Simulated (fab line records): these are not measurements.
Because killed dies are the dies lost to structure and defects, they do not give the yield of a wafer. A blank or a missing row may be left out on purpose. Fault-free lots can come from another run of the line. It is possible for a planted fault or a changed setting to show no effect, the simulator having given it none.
A single fault, viewed from 2 desks || flow n5-finfet || numbers are kept per desk, each desk with only its own; the story behind them comes last

## TOOL OWNER'S DESK, rie-diel-06
The tool's own readings at N5_BEOL_M0_SAQP_SPACER2_ETCHBACK_27 (etches SiO2 in CHF3/O2, target depth 22.5 nm, time 11.25 s): means of the sampled wafers that have a number, for each lot that ran on this tool. If a lot's mean is further than 4 standard deviations from the usual mean, the lot is out of limits and carries the mark OUT (the distance appears in the brackets). It has 8 readings; the 7 that lie furthest out on some lot are the ones shown.
Columns: A = CHF3_flow_sccm at N5_BEOL_M0_SAQP_SPACER2_ETCHBACK_27, usual 50.01 sccm; B = O2_flow_sccm at N5_BEOL_M0_SAQP_SPACER2_ETCHBACK_27, usual 5.000 sccm; C = drypump-motor-current-A at N5_BEOL_M0_SAQP_SPACER2_ETCHBACK_27, usual 5.86 A; D = oes-product-au at N5_BEOL_M0_SAQP_SPACER2_ETCHBACK_27, usual 0.77 a.u.; E = rf-vpp-V at N5_BEOL_M0_SAQP_SPACER2_ETCHBACK_27, usual 527 V; F = showerhead-plenum-p-Torr at N5_BEOL_M0_SAQP_SPACER2_ETCHBACK_27, usual 2.44 Torr; G = throttle-valve-pct at N5_BEOL_M0_SAQP_SPACER2_ETCHBACK_27, usual 19.02 %
{"lot": "L218", "first seen here": "day 5 22:58", "A": 49.95, "B": 4.994, "C": 5.93, "D": 0.74, "E": 529, "F": 2.44, "G": 19.17}
{"lot": "L219", "first seen here": "day 6 07:32", "A": 50.06, "B": 5.003, "C": 6.04, "D": 0.78, "E": 528, "F": 2.39, "G": 19.07}
{"lot": "L226", "first seen here": "day 8 02:20", "A": 50.03, "B": 5.005, "C": 5.91, "D": 0.74, "E": 529, "F": 2.44, "G": 19.11}
This desk found nothing out of limits on any of the 3 lots.

## FROM THE METROLOGY DESK
Means of the sampled wafers that have a number, per lot and without regard to the tool the lot ran on: this is what the gauges read. If a lot's mean is further than 4 standard deviations from the usual mean, the lot is out of limits and carries the mark OUT (the distance appears in the brackets). It has 10 readings; the 7 that lie furthest out on some lot are the ones shown.
Columns: A = DIBL_N at N5_BEOL_M4_RC_MEAS_101, usual 36.3 mV/V; B = DIBL_P at N5_BEOL_M4_RC_MEAS_101, usual 35.7 mV/V; C = IOFF_P at N5_BEOL_M4_RC_MEAS_101, usual 0.204 nA/um; D = ION_P at N5_BEOL_M4_RC_MEAS_101, usual 459 uA/um; E = SS_N at N5_BEOL_M4_RC_MEAS_101, usual 71.5 mV/dec; F = SS_P at N5_BEOL_M4_RC_MEAS_101, usual 73.1 mV/dec; G = VT_P at N5_BEOL_M4_RC_MEAS_101, usual -251 mV
{"lot": "L218", "first seen here": "day 8 15:50", "A": 35.7, "B": 34.5, "C": 0.199, "D": 462, "E": 70.8, "F": 73.0, "G": -248}
{"lot": "L219", "first seen here": "day 8 18:48", "A": 35.0, "B": 34.9, "C": 0.208, "D": 462, "E": 71.4, "F": 73.0, "G": -249}
{"lot": "L226", "first seen here": "day 10 16:14", "A": 35.7, "B": 34.6, "C": 0.211, "D": 466, "E": 71.9, "F": 73.0, "G": -247}
{"lot": "L228", "first seen here": "day 11 00:20", "A": 36.5, "B": 36.0, "C": 0.191, "D": 456, "E": 71.7, "F": 73.2, "G": -253}
{"lot": "L231", "first seen here": "day 11 13:34", "A": 36.1, "B": 33.8, "C": 0.165, "D": 454, "E": 71.4, "F": 72.8, "G": -256}
{"lot": "L229", "first seen here": "day 11 16:56", "A": 35.3, "B": 36.7, "C": 0.188, "D": 456, "E": 71.4, "F": 73.4, "G": -252}
{"lot": "L240", "first seen here": "day 13 19:38", "A": 35.9, "B": 35.0, "C": 0.183, "D": 456, "E": 71.7, "F": 72.4, "G": -253}
This desk found nothing out of limits on any of the 7 lots.

## PUT TOGETHER
Nothing out of limits was seen by the tool owner's desk.
Metrology desk: nothing out of limits seen.

## WHAT THE SIMULATOR HAD INSERTED
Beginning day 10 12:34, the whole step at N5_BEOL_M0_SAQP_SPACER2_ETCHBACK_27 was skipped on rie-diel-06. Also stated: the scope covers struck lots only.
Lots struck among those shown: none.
